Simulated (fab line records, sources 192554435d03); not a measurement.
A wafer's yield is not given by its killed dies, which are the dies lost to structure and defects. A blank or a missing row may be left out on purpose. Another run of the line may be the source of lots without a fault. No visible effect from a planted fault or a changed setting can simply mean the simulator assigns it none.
Matching of chambers || flow n5Finfet || N5_SD_EPI_N_SD_RECESS_17 on rieSi-06 has 4 sister chambers
The step chemistry HBr/Cl2/O2, target depth 41 nm, time 23.7 s, bt time 3 s. 8 wafers are shown with their chamber, then 8 later ones without.

## WAFERS, EACH WITH ITS CHAMBER
{"wafer": "L146.3", "chamber": 3, "drypumpMotorCurrentA (A)": 5.5, "oesProductAu (a.u.)": 1.026}
{"wafer": "L146.4", "chamber": 1, "drypumpMotorCurrentA (A)": 5.4, "oesProductAu (a.u.)": 0.994}
{"wafer": "L147.4", "chamber": 0, "drypumpMotorCurrentA (A)": 5.5, "oesProductAu (a.u.)": 1.000}
{"wafer": "L147.5", "chamber": 2, "drypumpMotorCurrentA (A)": 5.1, "oesProductAu (a.u.)": 1.020}
{"wafer": "L149.1", "chamber": 3, "drypumpMotorCurrentA (A)": 5.5, "oesProductAu (a.u.)": 1.008}
{"wafer": "L149.4", "chamber": 1, "drypumpMotorCurrentA (A)": 5.3, "oesProductAu (a.u.)": 0.995}
{"wafer": "L149.6", "chamber": 2, "drypumpMotorCurrentA (A)": 5.1, "oesProductAu (a.u.)": 1.029}
{"wafer": "L158.3", "chamber": 0, "drypumpMotorCurrentA (A)": 5.5, "oesProductAu (a.u.)": 1.006}

## WAFERS MISSING THEIR CHAMBER
{"wafer": "L158.4", "drypumpMotorCurrentA (A)": 5.4, "oesProductAu (a.u.)": 1.006}
{"wafer": "L158.6", "drypumpMotorCurrentA (A)": 5.5, "oesProductAu (a.u.)": 1.017}
{"wafer": "L159.4", "drypumpMotorCurrentA (A)": 5.1, "oesProductAu (a.u.)": 1.018}
{"wafer": "L159.5", "drypumpMotorCurrentA (A)": 5.3, "oesProductAu (a.u.)": 1.001}
{"wafer": "L159.6", "drypumpMotorCurrentA (A)": 5.1, "oesProductAu (a.u.)": 1.016}
{"wafer": "L162.1", "drypumpMotorCurrentA (A)": 5.1, "oesProductAu (a.u.)": 1.016}
{"wafer": "L162.4", "drypumpMotorCurrentA (A)": 5.3, "oesProductAu (a.u.)": 0.993}
{"wafer": "L162.6", "drypumpMotorCurrentA (A)": 5.6, "oesProductAu (a.u.)": 1.001}

## WHICH CHAMBER EACH WENT THROUGH
{"wafer": "L158.4", "from the rows above": "can't be placed: 1 or 0 or 3", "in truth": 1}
{"wafer": "L158.6", "from the rows above": "can't be placed: 3 or 0", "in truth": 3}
{"wafer": "L159.4", "from the rows above": 2, "in truth": 2}
{"wafer": "L159.5", "from the rows above": 1, "in truth": 1}
{"wafer": "L159.6", "from the rows above": 2, "in truth": 2}
{"wafer": "L162.1", "from the rows above": 2, "in truth": 2}
{"wafer": "L162.4", "from the rows above": 1, "in truth": 1}
{"wafer": "L162.6", "from the rows above": "can't be placed: 0 or 3", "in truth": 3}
Placed correctly: 5 of 8. Can't be placed from these rows: 3 (the true chamber is among the candidates in 3). 0 placed wrongly.
How it was worked out, from the rows above alone: a wafer's distance from a chamber is the root of the sum, over the readings, of the square of ((its reading less the chamber's mean) divided by the reading's scatter). The wafer belongs to the nearest chamber; if the next one is less than 2 further off, it can't be placed. The mean given for a chamber averages the wafers shown for that chamber. The scatter is the square root of a quotient: the sum, over the shown wafers, of each reading's squared deviation from its chamber's mean, divided by wafers minus chambers.
